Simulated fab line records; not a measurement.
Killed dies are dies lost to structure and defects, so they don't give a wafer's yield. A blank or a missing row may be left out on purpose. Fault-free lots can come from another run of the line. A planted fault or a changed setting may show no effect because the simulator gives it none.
Split-lot experiment | flow n5_finfet | 21 wafers read from 7 lots, route of 1938 steps

== THE SPLIT ==
At N5_DUMMY_GATE_COAT_09 (resist thk 30 nm), the setting spin_rpm was moved away from the recipe's 1500 rpm on 3 of the 21 wafers read, by +11.1%. The other wafers ran this setting at the recipe's value.

== FROM THE SPLIT TO THE READING: what the file shows between them, 4 steps ==
- N5_DUMMY_GATE_EBR_11
- N5_DUMMY_GATE_SOFTBAKE_10: time 60 s
- N5_DUMMY_GATE_EXPOSE_12: exposes mask GATE, target cd 25 nm
- N5_DUMMY_GATE_PEB_13: peb time 60 s

== THE READING ==
CAR-EUV_of_DUMMY_GATE_COAT_09.thk_nm (the simulator's own value, which no gauge read), in nm, at N5_DUMMY_GATE_DEVELOP_14 (develop time 30 s). The file does not state a usual value for it. Average 29.5 nm, standard deviation 0.09 nm, over the 18 wafers here run with the recipe.

wafer  | tool, chamber at the split | spin_rpm as run, rpm | against the recipe | CAR-EUV_of_DUMMY_GATE_COAT_09.thk_nm, nm | against lot-mates on the recipe
L074.1 | litho_track-03, 0          | 1500                 | recipe             | 29.6                                     | -
L074.4 | litho_track-03, 0          | 1500                 | recipe             | 29.6                                     | -
L074.5 | litho_track-03, 0          | 1500                 | recipe             | 29.6                                     | -
L077.1 | litho_track-05, 0          | 1500                 | recipe             | 29.4                                     | -
L077.3 | litho_track-05, 0          | 1500                 | recipe             | 29.4                                     | -
L077.5 | litho_track-05, 0          | 1500                 | recipe             | 29.4                                     | -
L079.2 | litho_track-05, 0          | 1500                 | recipe             | 29.6                                     | -
L079.4 | litho_track-05, 0          | 1500                 | recipe             | 29.6                                     | -
L079.6 | litho_track-05, 0          | 1500                 | recipe             | 29.6                                     | -
L080.2 | litho_track-05, 0          | 1500                 | recipe             | 29.4                                     | -
L080.5 | litho_track-05, 0          | 1500                 | recipe             | 29.4                                     | -
L080.4 | litho_track-05, 0          | 1500                 | recipe             | 29.6                                     | -
L083.1 | litho_track-02, 0          | 1500                 | recipe             | 29.6                                     | -
L083.4 | litho_track-02, 0          | 1500                 | recipe             | 29.6                                     | -
L083.6 | litho_track-02, 0          | 1500                 | recipe             | 29.6                                     | -
L094.1 | litho_track-02, 0          | 1500                 | recipe             | 29.6                                     | -
L094.3 | litho_track-02, 0          | 1500                 | recipe             | 29.6                                     | -
L094.6 | litho_track-02, 0          | 1666                 | +11.1%             | 28.2                                     | -1.4
L095.2 | litho_track-03, 0          | 1500                 | recipe             | 29.6                                     | -
L095.3 | litho_track-03, 0          | 1666                 | +11.1%             | 28.2                                     | -1.4
L095.5 | litho_track-03, 0          | 1666                 | +11.1%             | 28.2                                     | -1.4

FIT RESULTS
A straight line over all 21 wafers: CAR-EUV_of_DUMMY_GATE_COAT_09.thk_nm changes by -0.121 nm for each +1% of spin_rpm; r = -0.98; the points scatter about the line by 0.087 nm.
The same after taking each lot's own level away (the mean of its wafers on the recipe; 21 wafers): -0.127 nm for each +1%; r = -1.00; scatter 0.037 nm.
Per that fit: largest spin_rpm move, reading shift of 1.4 nm.
From 29.40 to 29.60 nm: that is the span of the lots' own levels, equal to 2.2 times the standard deviation above.
The two slopes agree, so the slope changes little with the lot-to-lot level.
Check: with one of the wafers moved furthest among these (+11.1%) left out of the fit, the line predicts -1.4 nm for it against its lot-mates. Against them it came out at -1.4 nm.

== OTHER SPLITS APPLIED TO THESE WAFERS ==
Note: prior to the reading, these wafers also went through further splits. Each is held against what the fit with the lots' levels taken away leaves over:
other split on the same wafers    | wafers away from the commonest value | r with CAR-EUV_of_DUMMY_GATE_COAT_09.thk_nm (lot level and that fit taken away)
N5_ZERO_LAYER_ETCH_18 icp_w       | 8                                    | -0.37
N5_WELL_APT_COAT_02 spin_rpm      | 10                                   | +0.00
N5_WELL_APT_EXPOSE_05 dose_mj     | 3                                    | +0.00
N5_FIN_SAQP_SPACER1_ALD_24 temp_c | 6                                    | +0.24
N5_FIN_SAQP_ETCH_34 source_w      | 6                                    | +0.20
N5_FIN_CUT_COAT_19 spin_rpm       | 7                                    | -0.09
N5_DUMMY_GATE_PECVD_30 time_s     | 11                                   | -0.08

== THE WHOLE CHAIN: every reading that the file lists as answering this split, in the file's order ==
step                     | what it does      | reading                                                                               | change (the file's fit)               | r (the file's)
N5_DUMMY_GATE_COAT_09    | resist thk 30 nm  | CAR-EUV_of_DUMMY_GATE_COAT_09.thk_nm (the simulator's own value, which no gauge read) | -0.136 nm for each +1% of the setting | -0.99
N5_DUMMY_GATE_DEVELOP_14 | develop time 30 s | CAR-EUV_of_DUMMY_GATE_COAT_09.thk_nm (the simulator's own value, which no gauge read) | -0.127 nm for each +1% of the setting | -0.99

== FILE'S OWN FIT ==
CAR-EUV_of_DUMMY_GATE_COAT_09.thk_nm changes by -0.127 nm for each +1% of spin_rpm, r = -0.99.
